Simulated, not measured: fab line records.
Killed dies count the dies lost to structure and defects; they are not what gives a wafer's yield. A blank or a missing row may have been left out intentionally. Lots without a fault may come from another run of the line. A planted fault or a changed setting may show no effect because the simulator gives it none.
One fault through the eyes of 2 desks | flow n5-finfet | each desk holds nothing but its own numbers, with what lay behind them at the end

## FOR THE TOOL OWNER'S DESK: ald-sin-02
The tool's own readings at N5_BEOL_M0_SAQP_SPACER1_ALD_98 (deposits SiO2, target thk 12.8 nm, pulse time 1 s, purge time 2 s): means of the sampled wafers that have a number, for each lot that ran on this tool. A lot is out of limits, marked OUT, if its mean lies more than 4 standard deviations from the usual mean; the brackets give that distance.
Columns: A = heater-power-w at N5_BEOL_M0_SAQP_SPACER1_ALD_98, usual 481 W; B = precursor-pulse-height-rel at N5_BEOL_M0_SAQP_SPACER1_ALD_98, usual 1.001
lot  | first seen here | A   | B
L195 | day 6 00:49     | 491 | 0.996
L198 | day 6 12:24     | 485 | 1.019
L202 | day 7 09:10     | 462 | 1.006
L206 | day 8 11:47     | 530 | 1.000
This desk found nothing out of limits on any of the 4 lots.

## FROM THE METROLOGY DESK
Lot by lot, what the gauges showed, no matter which tool ran the lot: averages of those sampled wafers that carry a number. A lot is out of limits, marked OUT, if its mean lies more than 4 standard deviations from the usual mean; the brackets give that distance. Readings shown: 7 out of 12 (the first out of limits, and those lying furthest out on some lot).
Columns: A = cd-nm at N5_BEOL_M0_SAQP_CD_MEAS_14, usual 42.5 nm; B = cd-nm at N5_BEOL_M0_SAQP_CD_MEAS_25, usual 12.78 nm; C = DIBL_N at N5_BEOL_M4_RC_MEAS_101, usual 35.9 mV/V; D = IOFF_N at N5_BEOL_M4_RC_MEAS_101, usual 0.16 nA/um; E = SS_P at N5_BEOL_M4_RC_MEAS_101, usual 73.2 mV/dec; F = VT_N at N5_BEOL_M4_RC_MEAS_101, usual 249 mV; G = VT_P at N5_BEOL_M4_RC_MEAS_101, usual -250 mV
lot  | first seen here | A    | B                | C    | D    | E    | F   | G
L195 | day 5 23:47     | 43.0 | 12.96            | 38.2 | 0.21 | 73.8 | 244 | -247
L196 | day 6 03:38     | 43.1 | 12.74            | 35.1 | 0.14 | 73.2 | 249 | -254
L198 | day 6 11:17     | 42.2 | 12.88            | 34.1 | 0.12 | 72.6 | 255 | -257
L202 | day 7 08:12     | 42.4 | 11.78 (-4.2) OUT | 38.7 | 0.20 | 74.3 | 249 | -253
L206 | day 8 10:48     | 42.5 | 12.39            | 37.4 | 0.18 | 73.9 | 247 | -250
L208 | day 9 01:19     | 42.7 | 12.67            | 35.8 | 0.19 | 73.2 | 247 | -249
L213 | day 10 03:57    | 42.2 | 13.08            | 35.3 | 0.13 | 72.6 | 254 | -252
L214 | day 10 12:31    | 42.3 | 12.88            | 34.6 | 0.13 | 72.9 | 253 | -255
L217 | day 11 02:52    | 42.7 | 12.74            | 36.0 | 0.15 | 73.1 | 249 | -252
This desk's finding: out of limits on L202; first on L202, day 7 09:56 (cd-nm at N5_BEOL_M0_SAQP_CD_MEAS_25). L195, L196, L198, L206, L208, L213, L214, L217 stayed within limits.

## PUT TOGETHER
The metrology desk could have raised an alarm at day 7 09:56, on L202.
The tool owner's desk saw nothing out of limits.
Tool owner's desk: L202 on record, inside its limits.
All the named lots went through N5_BEOL_M0_SAQP_SPACER1_ALD_98 on ald-sin-02.

## WHAT THE SIMULATOR HAD INSERTED
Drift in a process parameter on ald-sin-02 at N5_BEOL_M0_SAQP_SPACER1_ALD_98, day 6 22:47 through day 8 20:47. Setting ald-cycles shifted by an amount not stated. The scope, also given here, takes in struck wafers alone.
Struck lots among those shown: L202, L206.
Time in hours between the start of the fault and the first out-of-limits reading at each desk: metrology desk, 11.
